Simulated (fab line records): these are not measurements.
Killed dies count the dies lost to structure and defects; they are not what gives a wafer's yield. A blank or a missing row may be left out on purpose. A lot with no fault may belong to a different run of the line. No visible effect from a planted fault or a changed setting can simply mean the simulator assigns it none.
Matching of chambers ; flow n5 finfet ; 4 sister chambers for N5_BEOL_M8_ALD_77 on ald metal-02
The step deposits TaN, target thk 2 nm, pulse time 2 s, purge time 3 s. 33 wafers are shown with their chamber, then 12 later ones without.

## WAFERS PAIRED WITH THEIR CHAMBERS
wafer;chamber;heater power w (W)
L074.1;0;358
L074.2;2;323
L074.3;0;362
L074.4;2;340
L074.5;0;357
L074.6;2;335
L075.1;1;304
L075.4;3;448
L075.6;1;301
L078.1;3;432
L078.3;1;300
L078.6;1;297
L080.1;3;433
L080.3;1;303
L080.4;2;330
L082.1;1;302
L082.3;0;369
L082.6;3;433
L084.3;2;331
L084.4;0;362
L084.6;3;441
L086.1;0;368
L086.4;3;450
L086.5;2;330
L091.1;0;373
L091.4;1;298
L091.6;3;438
L089.2;1;299
L089.3;0;352
L089.5;2;331
L088.3;1;306
L088.5;2;335
L088.6;3;434

SIGNATURES (means of the wafers above)
reading;chamber 0;chamber 1;chamber 2;chamber 3;scatter within a chamber
heater power w;362.62;301.11;331.88;438.62;5.69
Rule: a wafer's distance from a chamber is the root of the sum, over the readings, of the square of ((its reading less the chamber's mean) divided by the reading's scatter). If the next closest chamber is less than 2 further off than the closest, the wafer can't be placed; otherwise it belongs to the closest. The scatter is the square root of a quotient: the sum, over the shown wafers, of each reading's squared deviation from its chamber's mean, divided by wafers minus chambers.

## WAFERS WITHOUT THEIR CHAMBER
wafer;heater power w (W)
L092.2;360
L092.3;441
L092.6;439
L093.1;449
L093.2;363
L093.3;301
L093.4;330
L093.5;335
L093.6;298
L095.2;426
L095.4;320
L095.5;338

## WHICH CHAMBER EACH ONE RAN IN
wafer;from the rows above;in truth
L092.2;0;0
L092.3;3;3
L092.6;3;3
L093.1;3;3
L093.2;0;0
L093.3;1;1
L093.4;2;2
L093.5;2;2
L093.6;1;1
L095.2;3;3
L095.4;can't be placed: 2 or 1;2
L095.5;2;2
Placed correctly: 11 of 12. Cannot be placed on the basis of these rows: 1; the candidates contain the true chamber in 1. 0 placed wrongly.
